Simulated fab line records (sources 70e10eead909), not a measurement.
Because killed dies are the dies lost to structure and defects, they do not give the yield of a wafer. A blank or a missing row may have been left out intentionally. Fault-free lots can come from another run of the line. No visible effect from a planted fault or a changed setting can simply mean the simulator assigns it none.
Chamber matching	flow nand_harc	NHARC_A_STAIRCASE_TRIM_12 on rie_diel-13 has 4 sister chambers
The step chemistry O2, time 211.2 s. 33 wafers are shown with their chamber, then 12 later ones without.

## WAFERS WITH THEIR CHAMBER
wafer	chamber	drypump_motor_current_A (A)	showerhead_plenum_p_Torr (Torr)	oes_product_au (a.u.)
L076.4	1	6.5	3.77	0.987
L076.5	2	4.9	3.37	1.000
L076.6	0	5.3	3.52	0.989
L077.1	1	6.5	3.77	1.001
L077.5	3	6.0	3.52	0.980
L077.6	2	4.9	3.37	1.010
L079.1	1	6.5	3.77	0.985
L079.3	0	5.3	3.52	1.001
L079.5	2	4.9	3.37	1.016
L080.4	1	6.6	3.77	0.985
L080.5	2	4.9	3.37	1.014
L080.6	3	6.0	3.51	0.978
L082.1	1	6.5	3.76	1.005
L082.4	3	6.1	3.51	0.979
L082.5	1	6.5	3.76	0.998
L081.1	2	4.9	3.36	1.014
L081.4	1	6.5	3.76	0.990
L081.5	1	6.5	3.76	0.998
L083.2	2	4.9	3.36	1.024
L083.3	0	5.3	3.51	0.997
L083.6	3	6.0	3.50	0.993
L084.1	2	4.9	3.36	1.003
L084.5	2	4.9	3.36	1.005
L084.6	1	6.5	3.76	0.990
L086.1	1	6.5	3.75	0.988
L086.3	2	4.9	3.36	1.007
L086.5	3	6.0	3.50	0.986
L089.2	2	4.9	3.35	1.020
L089.4	0	5.3	3.50	0.992
L089.5	0	5.3	3.50	1.002
L091.1	3	6.0	3.49	0.992
L091.4	1	6.5	3.75	0.992
L091.5	1	6.5	3.74	1.004

SIGNATURES (averages over the wafers above)
reading	chamber 0	chamber 1	chamber 2	chamber 3	scatter within a chamber
drypump_motor_current_A	5.300	6.508	4.900	6.017	0.0246
showerhead_plenum_p_Torr	3.5100	3.7600	3.3630	3.5050	0.00902
oes_product_au	0.99620	0.99358	1.01130	0.98467	0.0071
Rule: distance of a wafer from a chamber = root of the sum over the readings of ((wafer's reading minus chamber's mean) / reading's scatter) squared. The wafer belongs to the nearest chamber; if the next one is less than 2 further off, it can't be placed. The scatter is the square root of a quotient: the sum, over the shown wafers, of each reading's squared deviation from its chamber's mean, divided by wafers minus chambers.

## WAFERS WHOSE CHAMBER IS MISSING
wafer	drypump_motor_current_A (A)	showerhead_plenum_p_Torr (Torr)	oes_product_au (a.u.)
L093.2	4.9	3.35	1.013
L093.4	6.1	3.49	0.994
L093.6	6.5	3.74	1.022
L094.2	6.5	3.74	1.016
L094.3	6.1	3.49	0.991
L094.5	6.6	3.74	1.003
L095.3	6.1	3.48	0.988
L095.4	4.9	3.34	0.998
L095.5	6.5	3.74	1.004
L097.2	4.9	3.34	0.994
L097.3	5.3	3.49	1.006
L097.5	4.9	3.34	1.002

## THE CHAMBER EACH PASSED THROUGH
wafer	from the rows above	in truth
L093.2	2	2
L093.4	3	3
L093.6	1	1
L094.2	1	1
L094.3	3	3
L094.5	1	1
L095.3	3	3
L095.4	2	2
L095.5	1	1
L097.2	2	2
L097.3	0	0
L097.5	2	2
Correctly placed: 12 of 12. Not placeable from these rows: 0. Placed wrongly: 0.
